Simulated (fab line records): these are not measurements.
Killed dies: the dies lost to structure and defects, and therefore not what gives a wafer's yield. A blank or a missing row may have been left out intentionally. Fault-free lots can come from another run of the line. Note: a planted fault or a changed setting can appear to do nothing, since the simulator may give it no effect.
Split-lot trial / flow n5Finfet / 7 lots, 39 wafers read, on a route of 1938 steps

SPLIT DETAILS
At N5_BEOL_M6_ETCH_62 (etches SOC in N2/H2, target depth 110 nm, overetch 22 nm, time 165 s), the setting timeS was moved away from the recipe's 165 s on 15 of the 39 wafers read, by -58.7% to +42.2%. The other wafers ran this setting at the recipe's value.

Reading taken at the split's own step.

THE READING
BEOL_M6.cdOffsetNm (the simulator's own value, which no gauge read), in nm, at N5_BEOL_M6_ETCH_62 (etches SOC in N2/H2, target depth 110 nm, overetch 22 nm, time 165 s). There is no usual value for it anywhere in the file. Across the 24 wafers here that went through the recipe, the average is 0.2 nm and the standard deviation 0.58 nm.

wafer=L074.1; tool, chamber at the split=rieDiel-03, 2; timeS as run, s=165; against the recipe=recipe; BEOL_M6.cdOffsetNm, nm=-0.2; against lot-mates on the recipe=-
wafer=L074.5; tool, chamber at the split=rieDiel-03, 2; timeS as run, s=165; against the recipe=recipe; BEOL_M6.cdOffsetNm, nm=-0.2; against lot-mates on the recipe=-
wafer=L074.6; tool, chamber at the split=rieDiel-03, 3; timeS as run, s=165; against the recipe=recipe; BEOL_M6.cdOffsetNm, nm=-0.8; against lot-mates on the recipe=-
wafer=L076.1; tool, chamber at the split=rieDiel-02, 0; timeS as run, s=234.6; against the recipe=+42.2%; BEOL_M6.cdOffsetNm, nm=1.8; against lot-mates on the recipe=+1.7
wafer=L076.2; tool, chamber at the split=rieDiel-02, 2; timeS as run, s=234.6; against the recipe=+42.2%; BEOL_M6.cdOffsetNm, nm=1.4; against lot-mates on the recipe=+1.3
wafer=L076.3; tool, chamber at the split=rieDiel-02, 1; timeS as run, s=234.6; against the recipe=+42.2%; BEOL_M6.cdOffsetNm, nm=1; against lot-mates on the recipe=+0.9
wafer=L076.4; tool, chamber at the split=rieDiel-02, 3; timeS as run, s=165; against the recipe=recipe; BEOL_M6.cdOffsetNm, nm=0.2; against lot-mates on the recipe=-
wafer=L076.5; tool, chamber at the split=rieDiel-02, 3; timeS as run, s=165; against the recipe=recipe; BEOL_M6.cdOffsetNm, nm=-0.2; against lot-mates on the recipe=-
wafer=L076.6; tool, chamber at the split=rieDiel-02, 0; timeS as run, s=165; against the recipe=recipe; BEOL_M6.cdOffsetNm, nm=0.4; against lot-mates on the recipe=-
wafer=L079.1; tool, chamber at the split=rieDiel-01, 1; timeS as run, s=165; against the recipe=recipe; BEOL_M6.cdOffsetNm, nm=0.6; against lot-mates on the recipe=-
wafer=L079.2; tool, chamber at the split=rieDiel-01, 3; timeS as run, s=165; against the recipe=recipe; BEOL_M6.cdOffsetNm, nm=0.8; against lot-mates on the recipe=-
wafer=L079.3; tool, chamber at the split=rieDiel-01, 0; timeS as run, s=165; against the recipe=recipe; BEOL_M6.cdOffsetNm, nm=0.4; against lot-mates on the recipe=-
wafer=L079.4; tool, chamber at the split=rieDiel-01, 2; timeS as run, s=165; against the recipe=recipe; BEOL_M6.cdOffsetNm, nm=1.4; against lot-mates on the recipe=-
wafer=L079.5; tool, chamber at the split=rieDiel-01, 0; timeS as run, s=165; against the recipe=recipe; BEOL_M6.cdOffsetNm, nm=0.4; against lot-mates on the recipe=-
wafer=L079.6; tool, chamber at the split=rieDiel-01, 3; timeS as run, s=165; against the recipe=recipe; BEOL_M6.cdOffsetNm, nm=0.8; against lot-mates on the recipe=-
wafer=L081.1; tool, chamber at the split=rieDiel-03, 2; timeS as run, s=165; against the recipe=recipe; BEOL_M6.cdOffsetNm, nm=0; against lot-mates on the recipe=-
wafer=L081.2; tool, chamber at the split=rieDiel-03, 1; timeS as run, s=165; against the recipe=recipe; BEOL_M6.cdOffsetNm, nm=-0.4; against lot-mates on the recipe=-
wafer=L081.3; tool, chamber at the split=rieDiel-03, 0; timeS as run, s=100.2; against the recipe=-39.3%; BEOL_M6.cdOffsetNm, nm=-1.8; against lot-mates on the recipe=-1.5
wafer=L081.4; tool, chamber at the split=rieDiel-03, 2; timeS as run, s=100.2; against the recipe=-39.3%; BEOL_M6.cdOffsetNm, nm=-0.8; against lot-mates on the recipe=-0.5
wafer=L081.5; tool, chamber at the split=rieDiel-03, 1; timeS as run, s=165; against the recipe=recipe; BEOL_M6.cdOffsetNm, nm=-0.6; against lot-mates on the recipe=-
wafer=L081.6; tool, chamber at the split=rieDiel-03, 0; timeS as run, s=100.2; against the recipe=-39.3%; BEOL_M6.cdOffsetNm, nm=-1; against lot-mates on the recipe=-0.7
wafer=L089.1; tool, chamber at the split=rieDiel-02, 2; timeS as run, s=113; against the recipe=-31.5%; BEOL_M6.cdOffsetNm, nm=-0.8; against lot-mates on the recipe=-1.0
wafer=L089.2; tool, chamber at the split=rieDiel-02, 0; timeS as run, s=165; against the recipe=recipe; BEOL_M6.cdOffsetNm, nm=0.2; against lot-mates on the recipe=-
wafer=L089.3; tool, chamber at the split=rieDiel-02, 3; timeS as run, s=165; against the recipe=recipe; BEOL_M6.cdOffsetNm, nm=0; against lot-mates on the recipe=-
wafer=L089.4; tool, chamber at the split=rieDiel-02, 1; timeS as run, s=113; against the recipe=-31.5%; BEOL_M6.cdOffsetNm, nm=-1; against lot-mates on the recipe=-1.2
wafer=L089.5; tool, chamber at the split=rieDiel-02, 2; timeS as run, s=113; against the recipe=-31.5%; BEOL_M6.cdOffsetNm, nm=0; against lot-mates on the recipe=-0.2
wafer=L089.6; tool, chamber at the split=rieDiel-02, 1; timeS as run, s=165; against the recipe=recipe; BEOL_M6.cdOffsetNm, nm=0.4; against lot-mates on the recipe=-
wafer=L090.1; tool, chamber at the split=rieDiel-03, 2; timeS as run, s=68.12; against the recipe=-58.7%; BEOL_M6.cdOffsetNm, nm=-0.6; against lot-mates on the recipe=-1.4
wafer=L090.2; tool, chamber at the split=rieDiel-03, 3; timeS as run, s=165; against the recipe=recipe; BEOL_M6.cdOffsetNm, nm=1.2; against lot-mates on the recipe=-
wafer=L090.3; tool, chamber at the split=rieDiel-03, 1; timeS as run, s=68.12; against the recipe=-58.7%; BEOL_M6.cdOffsetNm, nm=-1.2; against lot-mates on the recipe=-2.0
wafer=L090.4; tool, chamber at the split=rieDiel-03, 0; timeS as run, s=68.12; against the recipe=-58.7%; BEOL_M6.cdOffsetNm, nm=-1; against lot-mates on the recipe=-1.8
wafer=L090.5; tool, chamber at the split=rieDiel-03, 3; timeS as run, s=165; against the recipe=recipe; BEOL_M6.cdOffsetNm, nm=0.6; against lot-mates on the recipe=-
wafer=L090.6; tool, chamber at the split=rieDiel-03, 2; timeS as run, s=165; against the recipe=recipe; BEOL_M6.cdOffsetNm, nm=0.6; against lot-mates on the recipe=-
wafer=L092.1; tool, chamber at the split=rieDiel-03, 0; timeS as run, s=165; against the recipe=recipe; BEOL_M6.cdOffsetNm, nm=-0.4; against lot-mates on the recipe=-
wafer=L092.2; tool, chamber at the split=rieDiel-03, 3; timeS as run, s=165; against the recipe=recipe; BEOL_M6.cdOffsetNm, nm=-1; against lot-mates on the recipe=-
wafer=L092.3; tool, chamber at the split=rieDiel-03, 2; timeS as run, s=165; against the recipe=recipe; BEOL_M6.cdOffsetNm, nm=0; against lot-mates on the recipe=-
wafer=L092.4; tool, chamber at the split=rieDiel-03, 2; timeS as run, s=99.21; against the recipe=-39.9%; BEOL_M6.cdOffsetNm, nm=-1.4; against lot-mates on the recipe=-0.9
wafer=L092.5; tool, chamber at the split=rieDiel-03, 3; timeS as run, s=99.21; against the recipe=-39.9%; BEOL_M6.cdOffsetNm, nm=-1.8; against lot-mates on the recipe=-1.3
wafer=L092.6; tool, chamber at the split=rieDiel-03, 0; timeS as run, s=99.21; against the recipe=-39.9%; BEOL_M6.cdOffsetNm, nm=-1.4; against lot-mates on the recipe=-0.9

FIT RESULTS
A straight line over all 39 wafers: BEOL_M6.cdOffsetNm changes by +0.028 nm for each +1% of timeS; r = +0.78; the points scatter about the line by 0.57 nm.
The same after taking each lot's own level away (the mean of its wafers on the recipe; 39 wafers): +0.0278 nm for each +1%; r = +0.91; scatter 0.33 nm.
Per that fit: largest timeS move, reading shift of 1.6 nm.
From -0.47 to 0.80 nm: that is the span of the lots' own levels, equal to 2.2 times the standard deviation above.
So the lot-to-lot level blurs the effect unless lot-mates are compared.
Check: for one of the wafers moved furthest among these (-58.7%), held out of the fit, the line's prediction against its lot-mates is -1.64 nm. Against them it came out at -1.4 nm.

OTHER SPLITS ON THESE WAFERS
Before the reading, these wafers also passed through other splits. Each is held against what the fit with the lots' levels taken away leaves over:
other split on the same wafers=N5_FIN_SAQP_PECVD_06 timeS; wafers away from the commonest value=6; r with BEOL_M6.cdOffsetNm (lot level and that fit taken away)=-0.07
other split on the same wafers=N5_FIN_SAQP_ETCH_65 timeS; wafers away from the commonest value=15; r with BEOL_M6.cdOffsetNm (lot level and that fit taken away)=+0.16
other split on the same wafers=N5_HKMG_FIN_DEVELOP_11 developTimeS; wafers away from the commonest value=12; r with BEOL_M6.cdOffsetNm (lot level and that fit taken away)=-0.02
other split on the same wafers=N5_MOL_CONTACT_COAG_ALD_131 aldCycles; wafers away from the commonest value=12; r with BEOL_M6.cdOffsetNm (lot level and that fit taken away)=+0.13
other split on the same wafers=N5_BEOL_M5_ETCH_62 targetDepthA; wafers away from the commonest value=18; r with BEOL_M6.cdOffsetNm (lot level and that fit taken away)=+0.10

THE WHOLE CHAIN: every reading that the file lists as answering this split, in the file's order
step=N5_BEOL_M6_ETCH_62; what it does=etches SOC in N2/H2, target depth 110 nm, overetch 22 nm, time 165 s; reading=etch.depthNm (the simulator's own value, which no gauge read); change (the file's fit)=not straight: 54.15 at the lowest setting, 99.89 at the recipe, 99.9 at the highest; r (the file's)=not given
step=N5_BEOL_M6_ETCH_62; what it does=etches SOC in N2/H2, target depth 110 nm, overetch 22 nm, time 165 s; reading=SiARC_of_BEOL_M6_COAT_60.thkNm (the simulator's own value, which no gauge read); change (the file's fit)=-0.0667 nm for each +1% of the setting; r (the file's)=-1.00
step=N5_BEOL_M6_ETCH_62; what it does=etches SOC in N2/H2, target depth 110 nm, overetch 22 nm, time 165 s; reading=BEOL_M6.cdOffsetNm (the simulator's own value, which no gauge read); change (the file's fit)=+0.0275 nm for each +1% of the setting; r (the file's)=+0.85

THE FILE'S OWN FIT
BEOL_M6.cdOffsetNm changes by +0.0275 nm for each +1% of timeS, r = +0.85.
